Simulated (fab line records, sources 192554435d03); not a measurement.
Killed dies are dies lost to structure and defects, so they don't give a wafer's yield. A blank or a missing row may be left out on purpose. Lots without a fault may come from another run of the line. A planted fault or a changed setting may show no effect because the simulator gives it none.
fab line records | flow n5_finfet
record lots=9 wafers=25 last_day=18
route steps=1938 shown MOL_CONTACT_COAG@545 BEOL_M4@1111 PASSIVATION@1936
lots that met no fault: from a run of the same line without faults
start_h: hours from the record's first day to the start of the lot's first wafer shown | wait_h: hours since the lot's step before | " the same as in the row above | L1.1+2: a row that stands for several wafers | - no value, or no start given | * or withheld: withheld | < > ~ a bound
route shown NAME@n: a module of which the file shows steps, and the number in the route of the first | usual: mean/standard deviation of fault-free wafers | same: alike in all rows | chamber/n: place in a boat | sites: the reading at each site | _std_site: their standard deviation | _edge_site: outer sites' mean less inner sites' | radius_mm: how far each site lies from the wafer's centre | mask NAME#n: copy n | behind: the tool/chamber that last shaped the wafer | hold: why the lot was held/for how many hours/how that ended | device: the transistor (n, p or np) that didn't switch | end of line: the same wafers' tests at the end of the route | a step without rows: its recipe alone | killed: dies lost to structure and defects at the first sort, not the wafer's yield | map: a wafer's dies, x killed, . not, _ none there
set.NAME: the setting as run; set.NAME@STEP: as run at that earlier step | model.NAME: the simulator's own value behind a step, which no gauge read
steps of the route over a sample of lots; a table a step, a row a wafer
services: from which hour (start_h, from the record's first day; less than 0 if before it) a tool's chamber was out of use, for how many hours, and why
## steps
# step N5_MOL_CONTACT_COAG_SIL_ANNEAL_21
# recipe temp_c=550 time_s=60 ambient=N2
# usual lamp_power_pct=6.4/0.36 wafer_temp_C_max=553.5/1.1
# columns lot.wafer tool chamber start_h wait_h lamp_power_pct wafer_temp_C_max
L614.1 rtp_anneal-01 0 107.49 0.4 6.8 555.8
L614.3 " 0 " " 6.8 554.2
L614.6 " 0 " " 6.8 554.0
L623.2 rtp_anneal-02 0 161.66 0.2 6.1 553.1
L623.3 " 0 " " 6.1 552.6
L623.6 " 0 " " 6.1 551.9
L624.3 rtp_anneal-02 0 169.37 0.3 6.1 552.9
L624.4 " 0 " " 6.1 552.9
L624.5 " 0 " " 6.1 552.0
L625.1 rtp_anneal-01 0 173.49 0.2 6.8 555.5
L625.2 " 0 " " 6.8 556.5
L625.3 " 0 " " 6.8 553.8
L627.1 rtp_anneal-02 0 189.34 0.2 6.1 553.2
L627.2 " 0 " " 6.1 552.6
L627.6 " 0 " " 6.1 552.8
L628.1 rtp_anneal-02 0 196.44 0.4 6.1 552.1
L628.5 " 0 " " 6.1 553.1
L629.2 rtp_anneal-02 0 199.89 0.4 6.1 553.5
L629.4 " 0 " " 6.1 552.7
L629.6 " 0 " " 6.1 552.9
L631.2 rtp_anneal-02 0 211.96 0.2 6.1 551.7
L631.4 " 0 " " 6.1 553.3
L634.2 rtp_anneal-02 0 230.58 0.2 6.1 553.0
L634.3 " 0 " " 6.1 553.5
L634.6 " 0 " " 6.1 553.8
# step N5_MOL_CONTACT_COAG_ANNEAL_113
# recipe temp_c=400 time_s=300 ambient=H2/N2
# usual anneal_temp_c=400.01/0.23 lamp_power_pct=2.74/0.16 wafer_temp_C_max=402.6/0.84
# columns lot.wafer tool chamber start_h wait_h anneal_temp_c lamp_power_pct wafer_temp_C_max
L614.1 rtp_anneal-01 0 108.75 0.6 400.13 2.92 404.4
L614.3 " 0 " " 400.27 2.93 403.9
L614.6 " 0 " " 400.29 2.93 402.9
L623.2 rtp_anneal-02 0 164.30 0.6 400.09 2.61 402.1
L623.3 " 0 " " 400.10 2.61 402.0
L623.6 " 0 " " 400.22 2.61 402.0
L624.3 rtp_anneal-02 0 171.05 0.6 399.98 2.61 402.3
L624.4 " 0 " " 400.55 2.61 401.7
L624.5 " 0 " " 400.03 2.61 401.7
L625.1 rtp_anneal-01 0 174.82 0.3 400.07 2.93 403.0
L625.2 " 0 " " 400.12 2.93 402.9
L625.3 " 0 " " 400.47 2.92 403.2
L627.1 rtp_anneal-02 0 190.46 0.3 399.93 2.61 401.1
L627.2 " 0 " " 400.18 2.61 402.0
L627.6 " 0 " " 399.94 2.62 401.7
L628.1 rtp_anneal-02 0 197.52 0.3 400.13 2.61 402.2
L628.5 " 0 " " 400.18 2.61 401.9
L629.2 rtp_anneal-02 0 201.03 0.5 400.31 2.61 402.0
L629.4 " 0 " " 400.49 2.61 401.9
L629.6 " 0 " " 399.93 2.61 402.2
L631.2 rtp_anneal-02 0 213.09 0.5 400.17 2.61 401.9
L631.4 " 0 " " 399.77 2.61 402.1
L634.2 rtp_anneal-02 0 232.57 0.6 400.07 2.61 401.8
L634.3 " 0 " " 399.97 2.61 401.9
L634.6 " 0 " " 399.59 2.61 401.6
# step N5_MOL_CONTACT_COAG_ALD_123
# recipe material=SiNx target_thk_a=50 temp_c=400 ald_precursor_family=SiH2I2 ald_co_reactant=N2/H2-plasma pulse_time_s=1 purge_time_s=2 co_reactant_purge_time_s=2 ald_cycles=100 pressure_torr=2
# usual heater_power_w=840/91 precursor_pulse_height_rel=0.999/0.021
# columns lot.wafer tool chamber start_h wait_h heater_power_w precursor_pulse_height_rel
L614.1 ald_sin-02 2 112.98 0.0 875 1.033
L614.3 " 3 " " 811 1.008
L614.6 " 3 " " 835 1.007
L623.2 ald_sin-03 0 169.26 0.5 779 0.985
L623.3 " 2 " " 945 0.983
L623.6 " 3 " " 949 0.986
L624.3 ald_sin-01 0 176.10 0.0 824 0.985
L624.4 " 3 " " 1005 1.008
L624.5 " 0 " " 846 0.995
L625.1 ald_sin-02 2 181.12 1.7 865 1.018
L625.2 " 3 " " 820 0.980
L625.3 " 0 " " 763 1.028
L627.1 ald_sin-01 1 195.83 0.0 873 1.016
L627.2 " 3 " " 1007 1.000
L627.6 " 1 " " 882 1.011
L628.1 ald_sin-02 1 202.03 0.0 914 0.978
L628.5 " 2 " " 858 0.977
L629.2 ald_sin-03 0 205.74 0.0 781 0.983
L629.4 " 1 " " 615 0.952
L629.6 " 1 " " 623 0.978
L631.2 ald_sin-02 1 219.63 0.0 913 0.985
L631.4 " 2 " " 859 0.976
L634.2 ald_sin-02 1 236.32 0.0 900 1.020
L634.3 " 0 " " 765 0.990
L634.6 " 1 " " 910 1.024
# step N5_MOL_CONTACT_COAG_VIA_ETCH_46
# recipe chemistry=C4F6/O2 target_depth_a=460 overetch_a=92 mask_material=SOC target=SiO2 bias_w=455 pressure_mtorr=10 time_s=40 source_w=325 Ar_flow_sccm=300 C4F6_flow_sccm=10 O2_flow_sccm=10 ion_energy_ev=575.3 ends=end_point
# usual C4F6_flow_sccm=10.00/0.031 O2_flow_sccm=9.997/0.03 drypump_motor_current_A=5.6/0.41 oes_product_au=0.71/0.085 rf_vpp_V=1588/32 showerhead_plenum_p_Torr=2.81/0.063 throttle_valve_pct=40.9/0.39
# columns lot.wafer tool chamber start_h wait_h C4F6_flow_sccm O2_flow_sccm drypump_motor_current_A oes_product_au rf_hours_counter_h rf_vpp_V showerhead_plenum_p_Torr throttle_valve_pct
L614.1 rie_diel-03 3 114.71 0.0 9.95 10.015 5.8 0.72 79 1527 2.88 40.8
L614.3 " 2 " " 10.06 10.030 5.9 0.65 234 1603 2.72 41.3
L614.6 " 3 " " 9.96 10.001 5.8 0.73 - 1528 2.88 40.8
L623.2 rie_diel-06 2 170.93 0.0 - - - - - - - -
L623.3 " 3 " " - - - - - - - -
L623.6 " 3 " " - - - - - - - -
L624.3 rie_diel-03 3 177.73 0.0 - - - - - - - -
L624.4 " 3 " " - - - - - - - -
L624.5 " 0 " " - - - - - - - -
L625.1 rie_diel-06 1 182.97 0.0 - - - - - - - -
L625.2 " 0 " " - - - - - - - -
L625.3 " 2 " " - - - - - - - -
L627.1 rie_diel-03 2 197.42 0.0 10.04 9.980 5.8 0.87 3 1650 3.05 41.9
L627.2 " 0 " " 9.98 9.981 5.2 0.63 202 1606 2.71 41.2
L627.6 " 1 " " 9.99 10.023 5.9 0.80 - 1597 2.87 40.0
L628.1 rie_diel-03 0 203.63 0.0 9.98 9.993 5.2 0.63 205 1605 2.71 41.2
L628.5 " 0 " " 9.99 9.994 5.2 0.65 - 1606 2.71 41.2
L629.2 rie_diel-03 0 207.17 0.0 10.06 9.988 5.2 0.63 206 1607 2.71 41.2
L629.4 " 3 " " 10.00 10.013 5.8 0.68 - 1526 2.86 40.8
L629.6 " 0 " " 10.01 9.987 5.2 0.65 - 1606 2.71 41.3
L631.2 rie_diel-01 2 221.50 0.0 10.03 9.998 5.8 0.79 41 1585 2.78 41.4
L631.4 " 3 " " 9.99 9.980 6.1 0.74 89 1567 2.76 40.8
L634.2 rie_diel-06 0 238.53 0.0 9.99 9.961 5.8 0.69 135 1572 2.75 40.7
L634.3 " 1 " " 10.01 10.039 5.7 0.60 232 1605 2.79 40.9
L634.6 " 2 " " 10.00 10.070 4.9 0.79 - 1638 2.87 41.0
# step N5_MOL_CONTACT_COAG_ETCH_47
# recipe chemistry=CH3F/O2 target=SiNx target_depth_a=270 mask_material=SiO2 stop_on=W over_etch_frac=0.2 ion_energy_ev=120 endpoint=OES-CN pressure_mtorr=30 source_w=395 bias_w=73 Ar_flow_sccm=150 CH3F_flow_sccm=30 O2_flow_sccm=20 ends=end_point
# usual CH3F_flow_sccm=30.00/0.087 O2_flow_sccm=20.00/0.063 drypump_motor_current_A=5.6/0.41 etch_rf_on_time_s=31.0/0.64 oes_product_au=0.71/0.087 rf_vpp_V=298/6.4 showerhead_plenum_p_Torr=1.98/0.047 throttle_valve_pct=16.37/0.27
# columns lot.wafer tool chamber start_h wait_h CH3F_flow_sccm O2_flow_sccm drypump_motor_current_A etch_rf_on_time_s oes_product_au rf_hours_counter_h rf_vpp_V showerhead_plenum_p_Torr throttle_valve_pct
L614.1 rie_diel-03 3 114.81 0.0 30.09 20.06 5.8 30.8 0.73 79 285 2.03 16.46
L614.3 " 2 " " 30.03 19.94 5.8 31.5 0.63 235 301 1.91 16.73
L614.6 " 3 " " 30.02 20.14 5.8 30.6 0.73 - 287 2.03 16.45
L623.2 rie_diel-06 2 171.04 0.0 30.00 19.99 4.9 50.8 0.34 40 308 2.03 16.37
L623.3 " 3 " " 30.15 20.08 6.0 50.8 0.26 229 296 1.97 16.65
L623.6 " 3 " " 30.04 20.11 6.0 50.8 0.25 - 295 1.97 16.65
L624.3 rie_diel-03 3 177.84 0.0 29.95 20.06 5.8 50.8 0.29 105 285 2.02 16.45
L624.4 " 3 " " 29.88 20.07 5.8 50.8 0.29 - 287 2.02 16.45
L624.5 " 0 " " 29.96 20.02 5.2 50.8 0.27 - 301 1.91 16.33
L625.1 rie_diel-06 1 183.08 0.0 30.08 19.95 5.7 50.8 0.26 221 301 1.97 16.48
L625.2 " 0 " " 30.01 20.02 5.8 50.8 0.29 120 295 1.93 16.08
L625.3 " 2 " " 30.19 20.02 4.9 50.8 0.33 44 307 2.03 16.37
L627.1 rie_diel-03 2 197.53 0.0 29.81 19.92 5.8 31.2 0.86 3 308 2.16 16.35
L627.2 " 0 " " 30.10 20.00 5.2 31.1 0.63 202 301 1.91 16.37
L627.6 " 1 " " 30.01 19.96 5.9 30.1 0.81 - 301 2.03 15.85
L628.1 rie_diel-03 0 203.73 0.0 30.06 20.04 5.2 31.8 0.62 205 301 1.90 16.38
L628.5 " 0 " " 29.99 20.02 5.2 31.5 0.63 - 301 1.90 16.39
L629.2 rie_diel-03 0 207.28 0.0 30.01 19.98 5.2 31.1 0.63 206 301 1.90 16.38
L629.4 " 3 " " 29.94 20.06 5.8 31.5 0.69 - 286 2.02 16.52
L629.6 " 0 " " 30.02 19.98 5.2 31.7 0.62 - 301 1.90 16.38
L631.2 rie_diel-01 2 221.61 0.0 30.04 19.96 5.8 31.5 0.77 41 296 1.96 16.34
L631.4 " 3 " " 29.91 20.02 6.1 30.7 0.73 89 293 1.94 15.97
L634.2 rie_diel-06 0 238.63 0.0 30.08 20.03 5.8 30.7 0.69 135 295 1.93 16.15
L634.3 " 1 " " 29.92 19.93 5.7 30.6 0.61 232 301 1.97 16.56
L634.6 " 2 " " 30.03 20.12 4.9 30.3 0.79 - 309 2.02 16.45
# step N5_MOL_CONTACT_COAG_CD_MEAS_137
# recipe target_cd_nm=16
# usual cd_nm=16.0/0.34
# columns lot.wafer tool chamber start_h wait_h cd_nm
L614.1 cd_sem-01 - 115.04 0.0 16.2
L614.3 " - " " 16.1
L614.6 " - " " 15.9
L623.2 cd_sem-02 - 171.27 0.0 -
L623.3 " - " " -
L623.6 " - " " -
L624.3 cd_sem-01 - 178.07 0.0 -
L624.4 " - " " -
L624.5 " - " " -
L625.1 cd_sem-03 - 183.31 0.0 -
L625.2 " - " " -
L625.3 " - " " -
L627.1 cd_sem-03 - 197.78 0.0 16.4
L627.2 " - " " 16.5
L627.6 " - " " 15.8
L628.1 cd_sem-03 - 203.96 0.0 15.7
L628.5 " - " " 15.9
L629.2 cd_sem-01 - 207.51 0.0 16.0
L629.4 " - " " 16.2
L629.6 " - " " 16.3
L631.2 cd_sem-03 - 221.84 0.0 15.9
L631.4 " - " " 16.2
L634.2 cd_sem-01 - 238.86 0.0 16.6
L634.3 " - " " 16.1
L634.6 " - " " 15.9
# step N5_BEOL_M4_RC_MEAS_101
# usual DIBL_N=35.6/1.7 DIBL_P=35.0/2 IOFF_N=0.148/0.027 IOFF_P=0.19/0.032 ION_N=671/14 ION_P=460/9.1 SS_N=71.3/0.62 SS_P=73.0/0.64 VT_N=251/3.2 VT_P=-251.5/2.9
# columns lot.wafer tool chamber start_h wait_h DIBL_N[mV/V] DIBL_P[mV/V] IOFF_N[nA/um] IOFF_P[nA/um] ION_N[uA/um] ION_P[uA/um] SS_N[mV/dec] SS_P[mV/dec] VT_N[mV] VT_P[mV]
L614.1 prober-01 0 207.20 0.0 38.2 38.9 0.168 0.20 692 473 72.1 73.6 250 -252.7
L614.3 " 0 " " 38.3 39.4 0.180 0.22 685 466 71.9 73.4 248 -253.7
L614.6 " 0 " " 37.6 38.2 0.164 0.20 687 465 71.9 73.0 249 -252.6
L627.1 prober-02 0 281.83 0.0 35.9 36.6 0.155 0.21 679 463 71.0 73.1 251 -250.7
L627.2 " 0 " " 38.4 38.6 0.197 0.24 670 449 71.7 73.7 247 -249.5
L627.6 " 0 " " 35.4 34.7 0.136 0.18 680 463 70.7 72.6 254 -251.3
L629.2 prober-01 0 296.66 0.2 34.2 33.0 0.118 0.15 657 449 70.2 72.0 253 -255.5
L629.4 " 0 " " 36.4 35.6 0.160 0.19 690 466 71.7 72.1 248 -253.0
L629.6 " 0 " " 36.4 35.6 0.148 0.18 669 454 70.8 72.8 253 -252.2
L628.1 prober-02 0 298.58 0.0 35.0 32.2 0.118 0.14 656 448 70.8 72.2 253 -256.9
L628.5 " 0 " " 35.3 33.1 0.121 0.15 657 449 71.0 72.8 255 -253.0
L631.2 prober-02 0 305.38 0.2 35.5 34.2 0.119 0.18 662 458 70.5 72.3 253 -251.4
L631.4 " 0 " " 40.2 40.5 0.222 0.30 692 475 72.3 73.4 247 -244.4
L634.2 prober-02 0 321.94 0.2 37.7 37.6 0.200 0.22 701 468 71.8 74.1 246 -253.1
L634.3 " 0 " " 35.9 35.5 0.155 0.19 679 458 71.2 73.3 249 -251.3
L634.6 " 0 " " 36.3 36.0 0.166 0.20 681 456 71.3 73.6 245 -250.3
# step N5_PASSIVATION_PROBE_49
# usual killed_at_M0_to_M3=35/11 killed_at_M4_up=14/5.4 killed_at_contacts=13/6 killed_at_front_end=38/11 killed_at_other=3.4/2.6 killed_dies=104/19 killed_on_rim=13/3.9 killed_open=68/13 killed_short=34/8.5
# same gross_dies=1180 killed_at_back_side=0
# columns lot.wafer tool chamber start_h wait_h killed_at_M0_to_M3 killed_at_M4_up killed_at_contacts killed_at_front_end killed_at_other killed_dies killed_on_rim killed_open killed_short
L623.2 prober-01 - 370.04 0.1 47 12 1089 26 6 1180 152 72 26
L623.3 prober-01 - 370.09 0.1 38 9 1068 60 5 1180 152 79 42
L623.6 prober-01 - 370.24 0.3 32 17 1090 32 9 1180 152 57 37
L625.1 prober-01 - 393.05 0.0 33 12 1109 25 1 1180 152 64 31
L625.2 prober-01 - 393.10 0.1 29 14 1091 41 5 1180 152 60 32
L625.3 prober-01 - 393.15 0.1 34 15 1098 33 0 1180 152 74 31
L624.3 prober-01 - 395.66 0.1 44 6 1089 35 6 1180 152 75 34
L624.4 prober-01 - 395.71 0.2 30 12 1116 21 1 1180 152 51 27
L624.5 prober-01 - 395.76 0.2 44 15 1087 28 6 1180 152 68 31
L627.1 prober-01 - 396.43 0.0 40 13 21 67 2 143 17 89 51
L627.2 prober-01 - 396.48 0.1 44 17 4 51 1 117 20 81 35
L627.6 prober-01 - 396.68 0.3 36 23 24 56 1 140 20 100 38
L629.2 prober-02 - 408.33 0.1 37 17 16 23 3 96 15 72 24
L628.1 prober-01 - 410.23 0.0 22 11 26 53 5 117 18 69 41
L628.5 prober-01 - 410.43 0.2 34 12 14 31 3 94 16 63 31
# killed by level:class
L623.2 MOL_CONTACT_COAG:area_etch=1082 BEOL_M2:geometric_particle:open=21 STI_FIN_REVEAL:geometric_particle:open=10 STI_FIN_REVEAL:geometric_particle:short=6 MOL_CONTACT_COAG:geometric_particle:open=6 BEOL_M0_SAQP:geometric_particle:short=5 BEOL_M3:geometric_particle:open=5 BEOL_M1:geometric_particle:open=4
L623.3 MOL_CONTACT_COAG:area_etch=1058 FIN_SAQP:geometric_particle:open=22 FIN_SAQP:geometric_particle:short=15 BEOL_M2:geometric_particle:open=14 BEOL_M1:geometric_particle:open=7 GATE_CUT:geometric_particle:open=6 MOL_CONTACT_COAG:geometric_particle:short=6 BEOL_M0_SAQP:geometric_particle:short=6
L623.6 MOL_CONTACT_COAG:area_etch=1086 BEOL_M1:geometric_particle:open=9 BEOL_M4:geometric_particle:open=9 FIN_SAQP:geometric_particle:open=7 BEOL_M2:geometric_particle:open=7 STI_FIN_REVEAL:geometric_particle:open=6 BEOL_M0_SAQP:geometric_particle:short=5 BEOL_M2:geometric_particle:short=5
L625.1 MOL_CONTACT_COAG:area_etch=1085 MOL_CONTACT_COAG:geometric_particle:open=20 BEOL_M0_SAQP:geometric_particle:short=8 STI_FIN_REVEAL:geometric_particle:open=7 BEOL_M0_SAQP:geometric_particle:open=7 BEOL_M3:geometric_particle:open=6 BEOL_M4:geometric_particle:open=6 FIN_SAQP:geometric_particle:open=4
L625.2 MOL_CONTACT_COAG:area_etch=1088 BEOL_M1:geometric_particle:open=13 FIN_SAQP:geometric_particle:open=10 GATE_CUT:geometric_particle:short=10 BEOL_M4:geometric_particle:open=9 STI_FIN_REVEAL:geometric_particle:open=5 BEOL_M0_SAQP:geometric_particle:short=5 STI_FIN_REVEAL:geometric_particle:short=4
L625.3 MOL_CONTACT_COAG:area_etch=1075 MOL_CONTACT_COAG:geometric_particle:open=21 FIN_SAQP:geometric_particle:open=11 BEOL_M0_SAQP:geometric_particle:short=9 BEOL_M4:geometric_particle:open=9 BEOL_M0_SAQP:geometric_particle:open=8 BEOL_M1:geometric_particle:open=6 BEOL_M2:geometric_particle:open=6
L624.3 MOL_CONTACT_COAG:area_etch=1069 MOL_CONTACT_COAG:geometric_particle:open=19 BEOL_M2:geometric_particle:open=9 STI_FIN_REVEAL:geometric_particle:open=8 BEOL_M0_SAQP:geometric_particle:open=8 BEOL_M1:geometric_particle:open=6 BEOL_M2:geometric_particle:short=6 FIN_SAQP:geometric_particle:short=5
L624.4 MOL_CONTACT_COAG:area_etch=1099 MOL_CONTACT_COAG:geometric_particle:open=14 BEOL_M2:geometric_particle:open=7 BEOL_M3:geometric_particle:open=7 BEOL_M0_SAQP:geometric_particle:short=6 FIN_SAQP:geometric_particle:short=5 BEOL_M0_SAQP:geometric_particle:open=5 DUMMY_GATE:geometric_particle:open=4
L624.5 MOL_CONTACT_COAG:area_etch=1078 STI_FIN_REVEAL:geometric_particle:open=9 BEOL_M0_SAQP:geometric_particle:short=9 BEOL_M0_SAQP:geometric_particle:open=9 MOL_CONTACT_COAG:geometric_particle:open=7 BEOL_M3:geometric_particle:open=6 DUMMY_GATE:geometric_particle:open=5 BEOL_M1:geometric_particle:open=5
L627.1 FIN_SAQP:geometric_particle:open=19 BEOL_M0_SAQP:geometric_particle:open=15 FIN_SAQP:geometric_particle:short=14 MOL_CONTACT_COAG:geometric_particle:open=13 GATE_CUT:geometric_particle:short=9 MOL_CONTACT_COAG:geometric_particle:short=8 BEOL_M4:geometric_particle:open=7 BEOL_M3:geometric_particle:open=7
L627.2 FIN_SAQP:geometric_particle:open=18 BEOL_M2:geometric_particle:open=15 STI_FIN_REVEAL:geometric_particle:open=9 FIN_SAQP:geometric_particle:short=7 BEOL_M0_SAQP:geometric_particle:open=7 BEOL_M0_SAQP:geometric_particle:short=6 BEOL_M4:geometric_particle:open=5 BEOL_M0:geometric_particle:short=5
L627.6 MOL_CONTACT_COAG:geometric_particle:open=20 FIN_SAQP:geometric_particle:open=19 BEOL_M4:geometric_particle:open=17 FIN_SAQP:geometric_particle:short=12 BEOL_M0_SAQP:geometric_particle:short=9 BEOL_M0_SAQP:geometric_particle:open=9 GATE_CUT:geometric_particle:open=8 BEOL_M1:geometric_particle:open=8
L629.2 BEOL_M2:geometric_particle:open=17 MOL_CONTACT_COAG:geometric_particle:open=12 FIN_SAQP:geometric_particle:open=8 BEOL_M4:geometric_particle:open=7 FIN_SAQP:geometric_particle:short=4 DUMMY_GATE:geometric_particle:open=4 MOL_CONTACT_COAG:geometric_particle:short=4 BEOL_M0_SAQP:geometric_particle:short=4
L628.1 MOL_CONTACT_COAG:geometric_particle:open=22 STI_FIN_REVEAL:geometric_particle:open=13 FIN_SAQP:geometric_particle:short=8 STI_FIN_REVEAL:geometric_particle:short=7 BEOL_M0_SAQP:geometric_particle:open=7 GATE_CUT:geometric_particle:short=6 HKMG_FIN:area_etch=6 BEOL_M2:geometric_particle:open=5
L628.5 BEOL_M0_SAQP:geometric_particle:open=14 MOL_CONTACT_COAG:geometric_particle:open=11 FIN_SAQP:geometric_particle:open=7 GATE_CUT:geometric_particle:short=7 BEOL_M0_SAQP:geometric_particle:short=6 FIN_SAQP:geometric_particle:short=5 BEOL_M2:geometric_particle:open=5 BEOL_M3:geometric_particle:open=5
## services
# columns tool chamber start_h hours kind
ald_sin-02 - 85.26 14.0 pm
ald_sin-02 0 85.26 14.0 vent_cycle
ald_sin-01 - 89.32 6.1 pm
rie_diel-03 1 104.01 - clean
rie_diel-03 1 104.01 - consumable_replace:focus_ring
rie_diel-03 1 104.01 17.7 scheduled_down
rie_diel-03 1 104.01 17.7 vent_cycle
ald_sin-01 3 111.29 1.9 repair
rtp_anneal-01 - 114.21 3.2 pm
rie_diel-06 2 127.22 13.3 repair
rie_diel-01 3 129.40 7.0 repair
rie_diel-06 1 153.08 4.2 repair
rie_diel-03 2 157.10 - clean
rie_diel-03 2 157.10 - consumable_replace:esc
rie_diel-03 2 157.10 - consumable_replace:focus_ring
rie_diel-03 2 157.10 - consumable_replace:showerhead
rie_diel-03 2 157.10 28.5 scheduled_down
rie_diel-03 2 157.10 28.5 vent_cycle
ald_sin-03 2 182.84 6.7 repair
rtp_anneal-01 - 193.00 75.2 pm
rie_diel-03 2 201.74 28.7 repair
rie_diel-06 1 214.36 13.2 repair
rie_diel-03 - 219.88 28.1 pm
ald_sin-02 3 223.43 9.2 repair
## key
first_sign step=N5_MOL_CONTACT_COAG_VIA_ETCH_46 reading=tool_record direction=missing
effect step=N5_MOL_CONTACT_COAG_ETCH_47 reading=etch_rf_on_time_s direction=up sigmas=31 usual=* struck=*
effect step=N5_MOL_CONTACT_COAG_CD_MEAS_137 reading=cd_nm direction=missing
effect step=N5_PASSIVATION_PROBE_49 reading=killed_at_contacts direction=up sigmas=99+ usual=13 struck=1093
more_kills_born_at N5_MOL_CONTACT_COAG_VIA_ETCH_46@rie_diel-06=6474 N5_MOL_CONTACT_COAG_VIA_ETCH_46@rie_diel-03=3246
met_at N5_MOL_CONTACT_COAG_VIA_ETCH_46
struck_lots L623,L624,L625
later_rows_left_out L623.2,L623.3,L623.6,L624.3,L624.4,L624.5,L625.1,L625.2,L625.3
tester_left_out L623,L624,L625
not_acting_at N5_MOL_CONTACT_COAG_SIL_ANNEAL_21,N5_MOL_CONTACT_COAG_ANNEAL_113,N5_MOL_CONTACT_COAG_ALD_123
onset_between 114.71 170.93
fault kind=skipped_step_whole tool=rie_diel-03,rie_diel-06 chamber=- onset_h=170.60 steps=N5_MOL_CONTACT_COAG_VIA_ETCH_46 scope=struck_lots_only
# tester_left_out: of these lots the tester's yield and bins aren't shown, on N5 and GAA mostly nor the transistor test; their killed dies are dies lost to structure and defects alone, not to doping, threshold or leakage, so they don't give the yield
# later_rows_left_out: the simulator's readings of these wafers behind a module that went badly wrong aren't trusted and aren't shown, but for the sort
